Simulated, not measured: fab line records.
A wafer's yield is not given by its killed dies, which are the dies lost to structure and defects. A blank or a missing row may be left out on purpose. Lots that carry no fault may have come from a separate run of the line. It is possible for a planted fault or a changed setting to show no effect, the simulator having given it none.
Which tool was responsible? ; flow n5_finfet ; 9 lots with 24 wafers sampled at 5 steps, on a route of 1938 steps

## WHAT EACH GAUGE READ, for each wafer
N5_BEOL_M4_RC_MEAS_101. Usual: DIBL_N 36.4 mV/V, standard deviation 1.5; DIBL_P 36.4 mV/V, standard deviation 1.6; IOFF_N 0.164 nA/um, standard deviation 0.025; IOFF_P 0.214 nA/um, standard deviation 0.028; ION_N 675 uA/um, standard deviation 9.9; ION_P 463 uA/um, standard deviation 6.5; SS_N 71.5 mV/dec, standard deviation 0.5; SS_P 73.3 mV/dec, standard deviation 0.56; VT_N 249.2 mV, standard deviation 2.7; VT_P -250.1 mV, standard deviation 2.8.
lot;measured;on;DIBL_N (mV/V);DIBL_P (mV/V);IOFF_N (nA/um);IOFF_P (nA/um);ION_N (uA/um);ION_P (uA/um);SS_N (mV/dec);SS_P (mV/dec);VT_N (mV);VT_P (mV);flag
L898;day 7 20:11;prober-02;36.5 37.0 37.2;35.4 36.7 36.3;0.134 0.155 0.149;0.171 0.186 0.185;664 688 660;453 458 451;71.2 70.7 70.8;73.7 73.7 73.2;250.4 248.1 251.0;-256.0 -253.7 -256.5;
L901;day 8 15:07;prober-01;36.4 34.1 35.7;36.9 34.1 35.4;0.153 0.111 0.134;0.173 0.145 0.160;671 657 656;455 440 447;71.8 70.8 71.7;73.3 72.7 73.6;248.6 256.2 252.8;-253.4 -257.7 -254.4;
L908;day 10 03:02;prober-01;36.6 36.8 37.5;35.7 35.6 36.3;0.166 0.178 0.184;0.235 0.235 0.242;669 674 681;464 465 456;70.9 71.5 72.0;73.8 73.2 73.2;247.2 247.5 246.3;-249.2 -249.1 -250.3;
L911;day 11 04:52;prober-01;33.6 34.8;35.4 36.4;0.128 0.140;0.193 0.198;664 672;465 470;70.8 70.8;72.8 73.1;252.9 250.1;-250.6 -249.8;
L913;day 12 01:24;prober-02;35.3 36.4;34.4 35.1;0.144 0.163;0.180 0.200;672 685;458 472;71.2 71.6;72.3 72.8;252.8 251.1;-253.9 -253.5;
L914;day 12 05:57;prober-02;34.7 36.1;34.1 36.0;0.146 0.174;0.191 0.210;675 682;464 459;71.5 71.4;72.1 73.4;250.2 249.9;-250.9 -251.5;
L919;day 13 03:38;prober-02;35.1 34.7 35.5;34.9 34.4 35.5;0.159 0.146 0.157;0.175 0.169 0.187;681 674 667;458 457 455;71.7 71.1 71.8;73.1 73.1 72.9;250.2 249.3 249.2;-254.8 -252.5 -254.0;
L920;day 13 16:01;prober-02;35.5 36.0 36.3;35.8 36.8 36.5;0.140 0.158 0.155;0.200 0.221 0.216;660 670 665;457 465 464;71.3 72.0 71.7;72.4 73.2 72.3;250.5 249.4 251.5;-249.5 -250.0 -250.7;
L921;day 13 15:23;prober-02;37.4 36.6 37.8;37.1 36.1 36.8;0.184 0.164 0.174;0.225 0.212 0.218;675 674 678;464 457 459;71.4 71.6 71.2;73.8 73.7 74.1;246.9 251.0 249.6;-250.5 -251.4 -249.9;

## TOOL THAT RAN EACH LOT (tool first, then ch and the chambers of the sampled wafers, then the start)
lot;N5_ILD0_ALD_15;N5_SDB_ETCH_17;N5_SDB_ETCH_18;N5_SDB_HM_OPEN_20
L898;ald_sin-03 ch 1,2, day 3 14:01;rie_diel-02 ch 2,3, day 3 17:45;rie_diel-02 ch 2,3, day 3 17:47;rie_diel-02 ch 2,3, day 3 17:56
L901;ald_sin-02 ch 1,3, day 4 07:56;rie_diel-02 ch 1,2,3, day 4 11:04;rie_diel-02 ch 1,2,3, day 4 11:06;rie_diel-02 ch 1,2,3, day 4 11:15
L908;ald_sin-01 ch 0,1,2, day 6 03:46;rie_diel-02 ch 0,2,3, day 6 06:53;rie_diel-02 ch 0,2,3, day 6 06:56;rie_diel-02 ch 0,2,3, day 6 07:05
L911;ald_sin-02 ch 1,2, day 6 21:48;rie_diel-02 ch 2,3, day 6 23:52;rie_diel-02 ch 2,3, day 6 23:57;rie_diel-02 ch 2,3, day 7 00:04
L913;ald_sin-02 ch 0,1, day 7 12:41;rie_diel-02 ch 2,3, day 7 15:53;rie_diel-02 ch 2,3, day 7 15:55;rie_diel-02 ch 2,3, day 7 16:04
L914;ald_sin-01 ch 3, day 7 14:11;rie_diel-02 ch 3, day 7 17:12;rie_diel-02 ch 3, day 7 17:14;rie_diel-02 ch 3, day 7 17:24
L919;ald_sin-01 ch 0,3, day 8 22:44;rie_diel-04 ch 0,1,3, day 9 02:14;rie_diel-04 ch 0,1,3, day 9 02:16;rie_diel-04 ch 0,1,3, day 9 02:25
L920;ald_sin-03 ch 1,2, day 9 07:17;rie_diel-01 ch 1,2, day 9 10:25;rie_diel-01 ch 1,2, day 9 10:28;rie_diel-01 ch 1,2, day 9 10:37
L921;ald_sin-03 ch 0,1,3, day 9 10:47;rie_diel-04 ch 1,2, day 9 13:55;rie_diel-04 ch 1,2, day 9 13:57;rie_diel-04 ch 1,2, day 9 14:07
- N5_ILD0_ALD_15: deposits SiNx, target thk 24 nm, pulse time 1 s, ald cycles 480.
- N5_SDB_ETCH_17: etches SiARC in CF4, target depth 23.4 nm, time 39 s.
- N5_SDB_ETCH_18: etches SOC in N2/H2, target depth 100 nm, overetch 20 nm, time 150 s.
- N5_SDB_HM_OPEN_20: chemistry CH3F/O2, target SiNx, stops on poly-Si, target depth 24 nm.

## WHAT THE TOOLS THEMSELVES READ (means of the sampled wafers that have a number; where no wafer has one, the mark that the record gives instead)
N5_ILD0_ALD_15. Usual: heater_power_w 842 W, standard deviation 81; precursor_pulse_height_rel 1.002, standard deviation 0.022.
lot;tool;heater_power_w (W);precursor_pulse_height_rel;flag
L898;ald_sin-03;765;1.016;
L901;ald_sin-02;728;1.004;
L908;ald_sin-01;879;0.996;
L911;ald_sin-02;742;0.982;
L913;ald_sin-02;760;1.007;
L914;ald_sin-01;857;1.028;
L919;ald_sin-01;868;1.007;
L920;ald_sin-03;754;0.991;
L921;ald_sin-03;813;1.005;

N5_SDB_ETCH_17. Usual: drypump_motor_current_A is 5.5 A with standard deviation 0.43, etch_rf_on_time_s is 38.8 s with standard deviation 0.62, oes_product_au is 0.68 a.u. with standard deviation 0.075, rf_fwd_power_W is 533.6 W with standard deviation 2.1, rf_vpp_V is 184.1 V with standard deviation 1.1, showerhead_plenum_p_Torr is 2.14 Torr with standard deviation 0.058, and throttle_valve_pct is 15.73 % with standard deviation 0.2.
lot;tool;drypump_motor_current_A (A);etch_rf_on_time_s (s);oes_product_au (a.u.);rf_fwd_power_W (W);rf_vpp_V (V);showerhead_plenum_p_Torr (Torr);throttle_valve_pct (%);flag
L898;rie_diel-02;4.9;38.9;0.66;534.0;184.2;2.13;15.67;
L901;rie_diel-02;5.1;39.3;0.62;532.7;183.2;2.11;15.75;
L908;rie_diel-02;5.2;39.3;0.65;533.3;183.9;2.11;15.81;
L911;rie_diel-02;5.0;32.1;0.72;531.2;183.9;2.10;15.78;OFF
L913;rie_diel-02;5.0;32.2;0.72;531.3;184.3;2.10;15.79;OFF
L914;rie_diel-02;4.9;32.5;0.73;532.7;183.8;2.15;15.65;OFF
L919;rie_diel-04;5.2;38.5;0.68;533.9;184.5;2.15;15.77;
L920;rie_diel-01;5.8;38.1;0.73;536.3;185.0;2.20;15.40;
L921;rie_diel-04;5.3;38.5;0.71;532.0;184.0;2.16;15.80;

N5_SDB_ETCH_18. Usual: drypump_motor_current_A is 5.5 A with standard deviation 0.43, n2_flow_sccm is 200.1 sccm with standard deviation 0.56, oes_product_au is 0.71 a.u. with standard deviation 0.074, rf_fwd_power_W is 837.2 W with standard deviation 2.5, rf_vpp_V is 524.2 V with standard deviation 2.2, showerhead_plenum_p_Torr is 2.54 Torr with standard deviation 0.076, and throttle_valve_pct is 17.92 % with standard deviation 0.21.
lot;tool;drypump_motor_current_A (A);n2_flow_sccm (sccm);oes_product_au (a.u.);rf_fwd_power_W (W);rf_vpp_V (V);showerhead_plenum_p_Torr (Torr);throttle_valve_pct (%);flag
L898;rie_diel-02;4.9;200.6;0.69;838.2;523.8;2.52;17.92;
L901;rie_diel-02;5.1;199.8;0.66;839.8;522.6;2.50;17.92;
L908;rie_diel-02;5.2;199.9;0.67;835.0;523.9;2.50;17.98;
L911;rie_diel-02;5.0;199.8;0.67;835.1;522.7;2.49;18.02;
L913;rie_diel-02;5.0;200.2;0.66;836.7;522.3;2.49;18.02;
L914;rie_diel-02;4.9;200.1;0.67;839.4;522.9;2.54;17.90;
L919;rie_diel-04;5.2;200.2;0.71;835.2;524.0;2.55;17.94;
L920;rie_diel-01;5.8;200.4;0.76;837.1;527.0;2.61;17.57;
L921;rie_diel-04;5.3;199.9;0.74;840.1;525.1;2.56;18.11;

N5_SDB_HM_OPEN_20. Usual: drypump_motor_current_A 5.5 A, standard deviation 0.43; oes_product_au 0.65 a.u., standard deviation 0.068; rf_fwd_power_W 392.0 W, standard deviation 1.3; rf_vpp_V 298 V, standard deviation 3.6; showerhead_plenum_p_Torr 2.00 Torr, standard deviation 0.057; throttle_valve_pct 16.46 %, standard deviation 0.2.
lot;tool;drypump_motor_current_A (A);oes_product_au (a.u.);rf_fwd_power_W (W);rf_vpp_V (V);showerhead_plenum_p_Torr (Torr);throttle_valve_pct (%);flag
L898;rie_diel-02;4.9;0.62;392.2;299;1.99;16.40;
L901;rie_diel-02;5.1;0.59;393.1;298;1.97;16.50;
L908;rie_diel-02;5.2;0.61;390.5;297;1.98;16.55;
L911;rie_diel-02;5.0;0.60;392.9;299;1.96;16.52;
L913;rie_diel-02;5.0;0.60;390.6;298;1.96;16.54;
L914;rie_diel-02;4.9;0.61;390.4;302;2.00;16.36;
L919;rie_diel-04;5.2;0.65;393.1;298;2.01;16.48;
L920;rie_diel-01;5.8;0.70;392.0;301;2.06;16.11;
L921;rie_diel-04;5.4;0.68;392.5;296;2.01;16.51;

## THE ANSWER, worked out from the rows above alone
Rule: a lot counts as off when the mean over its wafers that have a number is more than 3 standard deviations away from the usual mean. Also off: a lot with no number at a reading for which 4 or more lots have one. The other lots that the step has rows for count as sound. First the gauges in route order, then the tools' own readings, where a lot's mean is used as printed above. At the first step where some lot is off, the reading lying furthest off is the one used; lots without a number count as furthest.
Off, at N5_SDB_ETCH_17 on etch_rf_on_time_s: L911, L913, L914.
If a tool, at that step or one of the process steps before it, ran each lot that is off and ran no sound lot following the first of them, it fits. One fits: rie_diel-02 at N5_SDB_ETCH_17. A fault onset in the window from L908 (day 6 06:53, its last sound lot) to L911 (day 6 23:52, its first lot off) fits.
On the lots that are off, the tool's own readings at N5_SDB_ETCH_17 differ by more than 5 times the standard deviation of the sound lots' means, which bears it out; etch_rf_on_time_s reads 32.3 s there versus 38.8 s on the sound lots.

## WHAT HAD BEEN PUT IN BY THE SIMULATOR
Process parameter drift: rie_diel-02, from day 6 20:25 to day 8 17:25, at N5_SDB_ETCH_17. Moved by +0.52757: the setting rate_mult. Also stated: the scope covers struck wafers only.
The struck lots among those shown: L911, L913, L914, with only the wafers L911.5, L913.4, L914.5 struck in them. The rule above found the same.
